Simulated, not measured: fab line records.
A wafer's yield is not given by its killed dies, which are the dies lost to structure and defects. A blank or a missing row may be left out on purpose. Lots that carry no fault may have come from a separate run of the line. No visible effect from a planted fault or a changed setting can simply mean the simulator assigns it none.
What tool caused it? / flow n5Finfet / 10 lots, 27 wafers sampled, at 5 steps of a route of 1938

== WHAT EACH GAUGE READ, for each wafer ==
N5_HKMG_FIN_INSPECT_14: inspects for defects (macro).
lot=L393; measured=day 4 09:57; on=defectInspect-01; rawDefectCount=2 1
lot=L394; measured=day 4 13:46; on=defectInspect-02; rawDefectCount=1 2 5
lot=L395; measured=day 4 22:26; on=defectInspect-01; rawDefectCount=0 4 0
lot=L397; measured=day 5 13:29; on=defectInspect-01; rawDefectCount=2 1 1
lot=L400; measured=day 6 09:26; on=defectInspect-02; rawDefectCount=2 3 4
lot=L403; measured=day 6 22:15; on=defectInspect-01; rawDefectCount=5 3 1
lot=L406; measured=day 7 14:26; on=defectInspect-01; rawDefectCount=1 2 2
lot=L408; measured=day 8 02:08; on=defectInspect-01; rawDefectCount=2 2 6
lot=L409; measured=day 8 07:32; on=defectInspect-01; rawDefectCount=2 7
lot=L414; measured=day 9 15:45; on=defectInspect-01; rawDefectCount=1 0

N5_BEOL_M4_RC_MEAS_101.
lot=L393; measured=day 8 00:44; on=prober-01; DIBL_N (mV/V)=37.3 35.4; DIBL_P (mV/V)=37.3 35.0; IOFF_N (nA/um)=0.17 0.14; IOFF_N_LONG (nA/um)=5.38e-05 5.4e-05; IOFF_P (nA/um)=0.21 0.19; ION_N (uA/um)=674 667; ION_P (uA/um)=461 454; SS_N (mV/dec)=71.5 71.6; SS_P (mV/dec)=73.2 72.4; VT_N (mV)=251 251; VT_N_LONG (mV)=276.9 275.6; VT_N_LVT (mV)=99 101; VT_P (mV)=-254 -253
lot=L394; measured=day 8 00:55; on=prober-02; DIBL_N (mV/V)=36.3 35.1 32.8; DIBL_P (mV/V)=37.2 36.8 34.1; IOFF_N (nA/um)=0.17 0.15 0.12; IOFF_N_LONG (nA/um)=5.37e-05 5.28e-05 5.35e-05; IOFF_P (nA/um)=0.21 0.19 0.16; ION_N (uA/um)=675 662 672; ION_P (uA/um)=458 454 463; SS_N (mV/dec)=72.3 71.6 70.7; SS_P (mV/dec)=73.5 73.3 72.1; VT_N (mV)=249 251 253; VT_N_LONG (mV)=273.8 277.0 273.3; VT_N_LVT (mV)=98 100 103; VT_P (mV)=-252 -252 -255
lot=L395; measured=day 9 02:25; on=prober-02; DIBL_N (mV/V)=33.3 36.6 34.8; DIBL_P (mV/V)=33.6 37.5 34.4; IOFF_N (nA/um)=0.12 0.17 0.14; IOFF_N_LONG (nA/um)=5.84e-05 5.95e-05 5.96e-05; IOFF_P (nA/um)=0.15 0.20 0.15; ION_N (uA/um)=657 680 656; ION_P (uA/um)=446 458 444; SS_N (mV/dec)=70.9 72.6 71.8; SS_P (mV/dec)=73.0 73.8 73.3; VT_N (mV)=253 247 251; VT_N_LONG (mV)=272.0 274.2 271.9; VT_N_LVT (mV)=97 95 96; VT_P (mV)=-255 -251 -255
lot=L397; measured=day 9 03:22; on=prober-01; DIBL_N (mV/V)=38.7 36.1 33.1; DIBL_P (mV/V)=39.3 35.5 32.3; IOFF_N (nA/um)=0.21 0.16 0.12; IOFF_N_LONG (nA/um)=5.73e-05 5.74e-05 5.83e-05; IOFF_P (nA/um)=0.26 0.19 0.16; ION_N (uA/um)=690 675 662; ION_P (uA/um)=471 459 452; SS_N (mV/dec)=72.2 72.4 71.2; SS_P (mV/dec)=74.5 73.7 72.1; VT_N (mV)=245 249 252; VT_N_LONG (mV)=275.0 275.2 273.7; VT_N_LVT (mV)=94 98 101; VT_P (mV)=-249 -251 -253
lot=L400; measured=day 10 03:46; on=prober-01; DIBL_N (mV/V)=35.3 37.6 39.0; DIBL_P (mV/V)=34.6 36.8 39.5; IOFF_N (nA/um)=0.13 0.16 0.21; IOFF_N_LONG (nA/um)=5.22e-05 5.08e-05 5.21e-05; IOFF_P (nA/um)=0.17 0.20 0.24; ION_N (uA/um)=673 662 684; ION_P (uA/um)=464 450 464; SS_N (mV/dec)=70.8 71.5 72.3; SS_P (mV/dec)=72.6 74.0 74.1; VT_N (mV)=251 252 246; VT_N_LONG (mV)=277.4 277.3 275.6; VT_N_LVT (mV)=100 99 94; VT_P (mV)=-255 -254 -252
lot=L403; measured=day 10 14:30; on=prober-01; DIBL_N (mV/V)=38.5 32.9 37.7; DIBL_P (mV/V)=36.9 30.5 36.0; IOFF_N (nA/um)=0.16 0.09 0.16; IOFF_N_LONG (nA/um)=5.43e-05 5.31e-05 5.45e-05; IOFF_P (nA/um)=0.26 0.17 0.25; ION_N (uA/um)=684 639 674; ION_P (uA/um)=475 447 474; SS_N (mV/dec)=71.2 70.3 71.4; SS_P (mV/dec)=73.7 72.9 73.6; VT_N (mV)=248 257 248; VT_N_LONG (mV)=274.8 276.1 276.3; VT_N_LVT (mV)=97 108 98; VT_P (mV)=-247 -250 -245
lot=L406; measured=day 11 07:28; on=prober-02; DIBL_N (mV/V)=36.8 37.0 36.8; DIBL_P (mV/V)=35.6 36.6 36.4; IOFF_N (nA/um)=0.16 0.16 0.16; IOFF_N_LONG (nA/um)=5.77e-05 5.5e-05 5.55e-05; IOFF_P (nA/um)=0.23 0.25 0.24; ION_N (uA/um)=677 671 685; ION_P (uA/um)=467 471 473; SS_N (mV/dec)=70.6 71.9 71.2; SS_P (mV/dec)=73.3 73.8 72.4; VT_N (mV)=249 247 250; VT_N_LONG (mV)=275.8 277.3 276.3; VT_N_LVT (mV)=99 99 99; VT_P (mV)=-247 -248 -253
lot=L408; measured=day 11 22:24; on=prober-01; DIBL_N (mV/V)=36.0 37.0 34.2; DIBL_P (mV/V)=37.5 38.6 34.9; IOFF_N (nA/um)=0.18 0.19 0.15; IOFF_N_LONG (nA/um)=5.88e-05 5.79e-05 6.02e-05; IOFF_P (nA/um)=0.24 0.25 0.19; ION_N (uA/um)=687 691 694; ION_P (uA/um)=470 475 480; SS_N (mV/dec)=71.2 71.3 71.1; SS_P (mV/dec)=73.3 73.8 72.6; VT_N (mV)=246 246 249; VT_N_LONG (mV)=272.4 272.7 269.7; VT_N_LVT (mV)=93 92 94; VT_P (mV)=-246 -247 -250
lot=L409; measured=day 12 02:56; on=prober-02; DIBL_N (mV/V)=37.0 36.6; DIBL_P (mV/V)=38.5 36.9; IOFF_N (nA/um)=0.17 0.09; IOFF_N_LONG (nA/um)=5.5e-05 3.8e-05; IOFF_P (nA/um)=0.24 0.22; ION_N (uA/um)=661 479; ION_P (uA/um)=456 464; SS_N (mV/dec)=72.0 70.7; SS_P (mV/dec)=73.5 72.4; VT_N (mV)=246 266; VT_N_LONG (mV)=273.7 290.0; VT_N_LVT (mV)=97 114; VT_P (mV)=-249 -250
lot=L414; measured=day 13 18:15; on=prober-01; DIBL_N (mV/V)=37.4 37.7; DIBL_P (mV/V)=40.0 40.2; IOFF_N (nA/um)=0.21 0.11; IOFF_N_LONG (nA/um)=5.53e-05 3.77e-05; IOFF_P (nA/um)=0.26 0.26; ION_N (uA/um)=678 491; ION_P (uA/um)=458 461; SS_N (mV/dec)=71.8 72.3; SS_P (mV/dec)=74.5 74.5; VT_N (mV)=242 262; VT_N_LONG (mV)=273.1 290.2; VT_N_LVT (mV)=92 110; VT_P (mV)=-250 -250

== EACH LOT AND THE TOOL THAT RAN IT (in order: tool; ch and the chambers of the sampled wafers; start) ==
lot=L393; N5_HKMG_FIN_ETCH_35=rieDiel-04 ch 0,1, day 4 10:28; N5_HKMG_FIN_STRIP_19=plasmaAsher-02 ch 0,1, day 4 10:45; N5_HKMG_FIN_ALD_71=aldMetal-04 ch 0,1, day 4 12:13
lot=L394; N5_HKMG_FIN_ETCH_35=rieDiel-06 ch 0,1,2, day 4 14:05; N5_HKMG_FIN_STRIP_19=plasmaAsher-01 ch 0,1, day 4 14:31; N5_HKMG_FIN_ALD_71=aldMetal-04 ch 0,1, day 4 15:51
lot=L395; N5_HKMG_FIN_ETCH_35=rieDiel-06 ch 1,3, day 4 22:46; N5_HKMG_FIN_STRIP_19=plasmaAsher-02 ch 0,1, day 4 23:10; N5_HKMG_FIN_ALD_71=aldMetal-02 ch 0,2,3, day 5 00:34
lot=L397; N5_HKMG_FIN_ETCH_35=rieDiel-01 ch 0,2, day 5 13:49; N5_HKMG_FIN_STRIP_19=plasmaAsher-02 ch 0,1, day 5 14:07; N5_HKMG_FIN_ALD_71=aldMetal-03 ch 2,3, day 5 15:34
lot=L400; N5_HKMG_FIN_ETCH_35=rieDiel-01 ch 0,3, day 6 09:46; N5_HKMG_FIN_STRIP_19=plasmaAsher-02 ch 1, day 6 10:04; N5_HKMG_FIN_ALD_71=aldMetal-03 ch 1,2, day 6 11:32
lot=L403; N5_HKMG_FIN_ETCH_35=rieDiel-01 ch 0,1, day 6 22:55; N5_HKMG_FIN_STRIP_19=plasmaAsher-02 ch 0, day 6 23:13; N5_HKMG_FIN_ALD_71=aldMetal-03 ch 2,3, day 7 00:50
lot=L406; N5_HKMG_FIN_ETCH_35=rieDiel-06 ch 1,3, day 7 14:58; N5_HKMG_FIN_STRIP_19=plasmaAsher-02 ch 0,1, day 7 15:16; N5_HKMG_FIN_ALD_71=aldMetal-04 ch 0,1,3, day 7 16:48
lot=L408; N5_HKMG_FIN_ETCH_35=rieDiel-04 ch 0,2,3, day 8 02:29; N5_HKMG_FIN_STRIP_19=plasmaAsher-01 ch 0,1, day 8 02:53; N5_HKMG_FIN_ALD_71=aldMetal-02 ch 0,1, day 8 04:14
lot=L409; N5_HKMG_FIN_ETCH_35=rieDiel-06 ch 1,2, day 8 07:53; N5_HKMG_FIN_STRIP_19=plasmaAsher-01 ch 0,1, day 8 08:13; N5_HKMG_FIN_ALD_71=aldMetal-02 ch 0,3, day 8 09:43
lot=L414; N5_HKMG_FIN_ETCH_35=rieDiel-06 ch 0,3, day 9 16:05; N5_HKMG_FIN_STRIP_19=plasmaAsher-02 ch 1, day 9 16:23; N5_HKMG_FIN_ALD_71=aldMetal-03 ch 2,3, day 9 17:50
- N5_HKMG_FIN_ETCH_35: etches SOC in N2/H2, target depth 215.8 nm, time 243.4 s.
- N5_HKMG_FIN_STRIP_19: strips in N2/H2, time 360 s.
- N5_HKMG_FIN_ALD_71: deposits TiN, target thk 1 nm, pulse time 1 s, purge time 3 s.

== WHAT THE TOOLS THEMSELVES READ (means of the sampled wafers that have a number; where no wafer has one, the mark that the record gives instead) ==
N5_HKMG_FIN_ETCH_35.
lot=L393; tool=rieDiel-04; drypumpMotorCurrentA (A)=5.83; oesProductAu (a.u.)=0.84; rfVppV (V)=142.4; runLengthS (s)=266.6; showerheadPlenumPTorr (Torr)=2.56; throttleValvePct (%)=17.58
lot=L394; tool=rieDiel-06; drypumpMotorCurrentA (A)=5.72; oesProductAu (a.u.)=0.83; rfVppV (V)=141.8; runLengthS (s)=266.4; showerheadPlenumPTorr (Torr)=2.56; throttleValvePct (%)=17.80
lot=L395; tool=rieDiel-06; drypumpMotorCurrentA (A)=5.98; oesProductAu (a.u.)=0.76; rfVppV (V)=142.2; runLengthS (s)=266.9; showerheadPlenumPTorr (Torr)=2.60; throttleValvePct (%)=17.83
lot=L397; tool=rieDiel-01; drypumpMotorCurrentA (A)=5.62; oesProductAu (a.u.)=0.76; rfVppV (V)=140.9; runLengthS (s)=266.2; showerheadPlenumPTorr (Torr)=2.49; throttleValvePct (%)=18.15
lot=L400; tool=rieDiel-01; drypumpMotorCurrentA (A)=5.39; oesProductAu (a.u.)=0.89; rfVppV (V)=142.5; runLengthS (s)=267.0; showerheadPlenumPTorr (Torr)=2.60; throttleValvePct (%)=17.91
lot=L403; tool=rieDiel-01; drypumpMotorCurrentA (A)=5.41; oesProductAu (a.u.)=0.80; rfVppV (V)=142.6; runLengthS (s)=266.2; showerheadPlenumPTorr (Torr)=2.65; throttleValvePct (%)=18.20
lot=L406; tool=rieDiel-06; drypumpMotorCurrentA (A)=5.97; oesProductAu (a.u.)=0.74; rfVppV (V)=142.0; runLengthS (s)=266.9; showerheadPlenumPTorr (Torr)=2.59; throttleValvePct (%)=17.87
lot=L408; tool=rieDiel-04; drypumpMotorCurrentA (A)=5.96; oesProductAu (a.u.)=0.80; rfVppV (V)=141.4; runLengthS (s)=266.5; showerheadPlenumPTorr (Torr)=2.56; throttleValvePct (%)=17.63
lot=L409; tool=rieDiel-06; drypumpMotorCurrentA (A)=5.83; oesProductAu (a.u.)=0.78; rfVppV (V)=142.7; runLengthS (s)=228.9; showerheadPlenumPTorr (Torr)=2.58; throttleValvePct (%)=17.94
lot=L414; tool=rieDiel-06; drypumpMotorCurrentA (A)=5.80; oesProductAu (a.u.)=0.81; rfVppV (V)=142.3; runLengthS (s)=229.2; showerheadPlenumPTorr (Torr)=2.53; throttleValvePct (%)=17.68

N5_HKMG_FIN_STRIP_19.
lot=L393; tool=plasmaAsher-02; drypumpMotorCurrentA (A)=5.7; heaterPowerW (W)=512
lot=L394; tool=plasmaAsher-01; drypumpMotorCurrentA (A)=5.5; heaterPowerW (W)=494
lot=L395; tool=plasmaAsher-02; drypumpMotorCurrentA (A)=5.7; heaterPowerW (W)=495
lot=L397; tool=plasmaAsher-02; drypumpMotorCurrentA (A)=5.6; heaterPowerW (W)=540
lot=L400; tool=plasmaAsher-02; drypumpMotorCurrentA (A)=5.8; heaterPowerW (W)=450
lot=L403; tool=plasmaAsher-02; drypumpMotorCurrentA (A)=5.4; heaterPowerW (W)=573
lot=L406; tool=plasmaAsher-02; drypumpMotorCurrentA (A)=5.5; heaterPowerW (W)=533
lot=L408; tool=plasmaAsher-01; drypumpMotorCurrentA (A)=5.8; heaterPowerW (W)=465
lot=L409; tool=plasmaAsher-01; drypumpMotorCurrentA (A)=5.7; heaterPowerW (W)=485
lot=L414; tool=plasmaAsher-02; drypumpMotorCurrentA (A)=5.9; heaterPowerW (W)=451

N5_HKMG_FIN_ALD_71.
lot=L393; tool=aldMetal-04; heaterPowerW (W)=966; precursorPulseHeightRel=1.007
lot=L394; tool=aldMetal-04; heaterPowerW (W)=965; precursorPulseHeightRel=0.991
lot=L395; tool=aldMetal-02; heaterPowerW (W)=788; precursorPulseHeightRel=1.024
lot=L397; tool=aldMetal-03; heaterPowerW (W)=964; precursorPulseHeightRel=1.011
lot=L400; tool=aldMetal-03; heaterPowerW (W)=900; precursorPulseHeightRel=0.995
lot=L403; tool=aldMetal-03; heaterPowerW (W)=912; precursorPulseHeightRel=1.001
lot=L406; tool=aldMetal-04; heaterPowerW (W)=910; precursorPulseHeightRel=1.002
lot=L408; tool=aldMetal-02; heaterPowerW (W)=844; precursorPulseHeightRel=1.012
lot=L409; tool=aldMetal-02; heaterPowerW (W)=736; precursorPulseHeightRel=0.984
lot=L414; tool=aldMetal-03; heaterPowerW (W)=936; precursorPulseHeightRel=0.980

== THE ANSWER, worked out from the rows above alone ==
Rule: the usual values come from the lots themselves. The widest of any qualifying gaps counts: lots, ordered by their means at a reading, are off when they make up no more than a third of the lots, leave a main group of 4 or more, and stand apart from it by 3 or more times the standard deviation of that group's means. A main group is skipped when, at the precision printed for the reading in the tables above, its means are all equal. A lot without any number at a reading at which 4 lots or more have one is off too. Any other lot the step has rows for is counted as sound. First the gauges in route order, then the tools' own readings, where a lot's mean is used as printed above. At the first step where some lot is off, the reading lying furthest off is the one used; lots without a number count as furthest.
Off: L409, L414, at N5_BEOL_M4_RC_MEAS_101 (ION_N). The main group: mean 673 uA/um, standard deviation 7.8.
If a tool, at a process step before that reading, ran all the lots that are off and no sound lot after the first of them, it fits. The gauges at N5_BEOL_M4_RC_MEAS_101 aren't tried: what is off there is off at N5_HKMG_FIN_ETCH_35 too, on other tools, and a gauge's error can't cause that. One fits: N5_HKMG_FIN_ETCH_35 on rieDiel-06. A fault onset in the window from L406 (day 7 14:58, its last sound lot) to L409 (day 8 07:53, its first lot off) fits.
On the lots that are off, the tool's own readings at N5_HKMG_FIN_ETCH_35 differ by more than 5 times the standard deviation of the sound lots' means, which bears it out; runLengthS reads 229.1 s there versus 266.6 s on the sound lots.

== WHAT THE SIMULATOR PUT IN ==
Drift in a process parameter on rieDiel-06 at N5_HKMG_FIN_ETCH_35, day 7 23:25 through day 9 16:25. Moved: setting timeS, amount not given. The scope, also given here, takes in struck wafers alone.
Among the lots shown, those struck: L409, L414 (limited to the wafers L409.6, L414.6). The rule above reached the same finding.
